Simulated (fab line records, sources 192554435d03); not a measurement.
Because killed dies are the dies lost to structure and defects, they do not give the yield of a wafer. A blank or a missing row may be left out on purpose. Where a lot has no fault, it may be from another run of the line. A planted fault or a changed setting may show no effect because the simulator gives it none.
A lot that was struck, set against a sound lot | flow n5 finfet | 39 steps out of a route of 1938
Sound: wafers L100.3, L100.4, L100.5. Struck: wafers L107.1, L107.6 (left out: L107.5, a lot-mate that was not struck); the cause follows at the end.
For every step that has rows: the tool of each side, followed by ch and its chambers, followed by its first start. Under that, the readings that differ: sound wafers | struck wafers | difference of the means | sigmas: that difference in standard deviations of wafers without a fault.
alike: words and numbers the same on both sides, and readings whose means are apart by under 2 such deviations; not compared: readings that were withheld, readings missing a value for some wafer, numbers with overlapping values and no deviation given by the record, and bounds like >300 which may hide the same value.
A row with sigmas, a row that says differs or no value, or rows on one side alone: a step with any of these is where the two part. When numbers do not overlap yet have no deviation, they are printed without sigmas and do not part them. Lack of a reading on every wafer of one side parts them only where that side has two or more wafers.

first, 9 steps without rows for these wafers: N5_FIN_CUT_COAT_02 (resist thk 30 nm); N5_FIN_CUT_EBR_04; N5_FIN_CUT_SOFTBAKE_03 (time 60 s); N5_FIN_CUT_EXPOSE_05 (exposes mask FIN CUT); N5_FIN_CUT_PEB_06 (peb time 60 s); N5_FIN_CUT_DEVELOP_07 (develop time 30 s); N5_FIN_CUT_DESCUM_13 (chemistry O2, time 7 s); N5_FIN_CUT_ETCH_30 (etches underlayer in N2/H2, target depth 13 nm, time 10.4 s); N5_FIN_CUT_ETCH_20 (etches SiARC in CF4, target depth 26 nm, time 43.3 s).
N5_FIN_CUT_ETCH_21: etches SOC in N2/H2, target depth 219 nm, overetch 43.8 nm, time 523.5 s.
  sound on rie diel-04 ch 1,2, day 4 21:55; struck on rie diel-04 ch 3, day 6 15:38
  reading                                    | sound             | struck      | difference                    | sigmas
  rf fwd power W (W)                         | 849.3 847.3 851.0 | - -         | no value on the struck wafers |
  run length s (s)                           | 546.4 546.8 546.3 | 499.4 499.1 | -47.2                         | -99 or more
  model.SiARC_of_FIN_CUT_COAT_19.thk nm (nm) | 12 11.4 12        | 13 13       | +1                            |
  alike: drypump motor current A, oes product au, rf vpp V, showerhead plenum p Torr, throttle valve pct
  not compared: rf hours counter h, model.etch.depth nm
then, 27 steps without rows for these wafers: N5_FIN_CUT_STRIP_23 (strips in N2/H2); N5_FIN_CUT_STRIP_31 (strips in N2/H2); N5_FIN_CUT_STRIP_24 (strips in CF4); N5_FIN_CUT_CUT_ETCH_26 (etches SiNx in CH3F/O2, target depth 39 nm, time 55.7 s); N5_FIN_CUT_CUT_ETCH_27 (etches SiO2 in CHF3/O2, target depth 4 nm, overetch 2 nm, time 4.9 s); N5_FIN_CUT_PRECLEAN_35 (cleans in vHF, time 13.3 s); N5_FIN_CUT_CUT_ETCH_15 (etches Si in HBr/Cl2/O2, target depth 100 nm, bt time 10 s, time 42.4 s); N5_FIN_CUT_CUT_ETCH_28 (etches Si in HBr/Cl2/O2, target depth 6 nm, time 2.4 s); N5_FIN_CUT_STRIP_22 (strips in N2/H2); N5_FIN_CUT_PRECLEAN_36 (cleans in O3/DIW, time 60 s); N5_FIN_CUT_SRD_32 (time 30 s); N5_FIN_CUT_UV_OZONE_34 (time 120 s); N5_STI_FIN_REVEAL_ALD_00 (deposits SiO2, target thk 1 nm, pulse time 1 s); N5_STI_FIN_REVEAL_ALD_14 (deposits Si3N4, target thk 3 nm); N5_STI_FIN_REVEAL_FCVD_FILL_01 (material SiO2 flowable, target thk 312 nm, time 512.2 s); N5_STI_FIN_REVEAL_DENSIFY_02 (time 1800 s); N5_STI_FIN_REVEAL_CMP_04 (polishes, stops on Si3N4, t overpolish 4 s, target thk 131.83 nm); N5_STI_FIN_REVEAL_DENSIFY_30; N5_STI_FIN_REVEAL_ETCHBACK_08 (etches SiO2 in C4F6/O2, target depth 30.5 nm, time 10.167 s); N5_STI_FIN_REVEAL_STRIP_24 (strips in N2/H2, time 90 s); N5_STI_FIN_REVEAL_PRECLEAN_25 (cleans in SPM, time 90 s); N5_STI_FIN_REVEAL_PRECLEAN_26 (cleans in SC1, time 45 s); N5_STI_FIN_REVEAL_PRECLEAN_29 (cleans in DHF, time 30 s); N5_STI_FIN_REVEAL_SRD_12 (time 30 s); N5_STI_FIN_REVEAL_RECESS_09 (chemistry HF/NH3, target SiO2, afs cycles 11, target depth 42.5 nm, sublimation time 60 s); N5_STI_FIN_REVEAL_STRIP_16 (strips SiNx in H3PO4, target depth 23.8 nm); N5_STI_FIN_REVEAL_PRECLEAN_17 (cleans in NF3:NH3, afs cycles 1, time 20 s, sublimation time 60 s).
-- record jumps: 6 days separate the struck wafers' starts on either side; left off in module STI_FIN_REVEAL, taken up again in module BEOL_M4, whose first shown step is the route's number 1111 --
N5_BEOL_M4_RC_MEAS_101:
  sound on prober-02 ch 0, day 11 00:29; struck on prober-01 ch 0, day 12 16:02
  reading       | sound          | struck    | difference | sigmas
  ION_P (uA/um) | 461 447 456    | 479 472   | +21        | +3
  VT_P (mV)     | -253 -256 -250 | -244 -245 | +8         | +2
  alike: DIBL_N, DIBL_P, IOFF_N, IOFF_P, ION_N, SS_N, SS_P, VT_N
-- record jumps: 4 days separate the struck wafers' starts on either side; left off in module BEOL_M4, taken up again in module PASSIVATION, whose first shown step is the route's number 1936 --
N5_PASSIVATION_PROBE_49:
  record: rows for the struck wafers here (prober-02, day 16 10:31), none for the sound ones

== WHERE THEY PART ==
Earliest at N5_FIN_CUT_ETCH_21; latest, in this record, at N5_PASSIVATION_PROBE_49.

WHY: what the simulator had put in
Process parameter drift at N5_FIN_CUT_ETCH_21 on rie diel-04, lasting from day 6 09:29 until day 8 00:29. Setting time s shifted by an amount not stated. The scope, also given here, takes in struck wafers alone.
